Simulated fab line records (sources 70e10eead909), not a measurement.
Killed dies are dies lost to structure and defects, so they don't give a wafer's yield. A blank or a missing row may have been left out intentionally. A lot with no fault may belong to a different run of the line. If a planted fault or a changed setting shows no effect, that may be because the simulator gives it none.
Matching of chambers / flow nand_harc / NHARC_A_CHANNEL_HOLE_D2_ETCH_38 on rie_diel-02 has 4 sister chambers
The step etches the open film in CF4, target depth 39 nm, time 65 s. 8 wafers are shown with their chamber, then 10 later ones without.

EACH WAFER AND ITS CHAMBER
wafer=L079.6; chamber=0; drypump_motor_current_A (A)=5.8; rf_vpp_V (V)=150.8
wafer=L087.3; chamber=3; drypump_motor_current_A (A)=4.9; rf_vpp_V (V)=151.9
wafer=L087.4; chamber=0; drypump_motor_current_A (A)=5.8; rf_vpp_V (V)=152.5
wafer=L088.3; chamber=2; drypump_motor_current_A (A)=5.8; rf_vpp_V (V)=154.1
wafer=L088.4; chamber=1; drypump_motor_current_A (A)=5.4; rf_vpp_V (V)=153.8
wafer=L088.6; chamber=2; drypump_motor_current_A (A)=5.8; rf_vpp_V (V)=153.5
wafer=L090.1; chamber=3; drypump_motor_current_A (A)=5.0; rf_vpp_V (V)=151.1
wafer=L090.4; chamber=1; drypump_motor_current_A (A)=5.3; rf_vpp_V (V)=153.5

WAFERS WHOSE CHAMBER IS MISSING
wafer=L090.6; drypump_motor_current_A (A)=5.0; rf_vpp_V (V)=152.9
wafer=L092.3; drypump_motor_current_A (A)=5.7; rf_vpp_V (V)=151.6
wafer=L092.4; drypump_motor_current_A (A)=5.4; rf_vpp_V (V)=152.6
wafer=L092.5; drypump_motor_current_A (A)=5.8; rf_vpp_V (V)=149.5
wafer=L094.2; drypump_motor_current_A (A)=5.8; rf_vpp_V (V)=152.7
wafer=L094.3; drypump_motor_current_A (A)=5.8; rf_vpp_V (V)=149.2
wafer=L094.5; drypump_motor_current_A (A)=4.9; rf_vpp_V (V)=151.5
wafer=L097.3; drypump_motor_current_A (A)=5.4; rf_vpp_V (V)=151.8
wafer=L097.5; drypump_motor_current_A (A)=5.8; rf_vpp_V (V)=153.3
wafer=L097.6; drypump_motor_current_A (A)=4.9; rf_vpp_V (V)=153.2

CHAMBER TAKEN BY EACH
wafer=L090.6; from the rows above=3; in truth=3
wafer=L092.3; from the rows above=can't be placed: 0 or 2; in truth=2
wafer=L092.4; from the rows above=1; in truth=1
wafer=L092.5; from the rows above=0; in truth=0
wafer=L094.2; from the rows above=can't be placed: 0 or 2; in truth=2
wafer=L094.3; from the rows above=0; in truth=0
wafer=L094.5; from the rows above=3; in truth=3
wafer=L097.3; from the rows above=1; in truth=1
wafer=L097.5; from the rows above=can't be placed: 2 or 0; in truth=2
wafer=L097.6; from the rows above=3; in truth=3
7 of 10 placed correctly. These rows do not allow placing 3 (true chamber among the candidates in 3). Number placed wrongly: 0.
How it was worked out, from the rows above alone: a wafer's distance from a chamber is the root of the sum, over the readings, of the square of ((its reading less the chamber's mean) divided by the reading's scatter). If the next closest chamber is less than 2 further off than the closest, the wafer can't be placed; otherwise it belongs to the closest. For every chamber, the mean is computed from those of its wafers that are shown. The scatter is the square root of a quotient: the sum, over the shown wafers, of each reading's squared deviation from its chamber's mean, divided by wafers minus chambers.
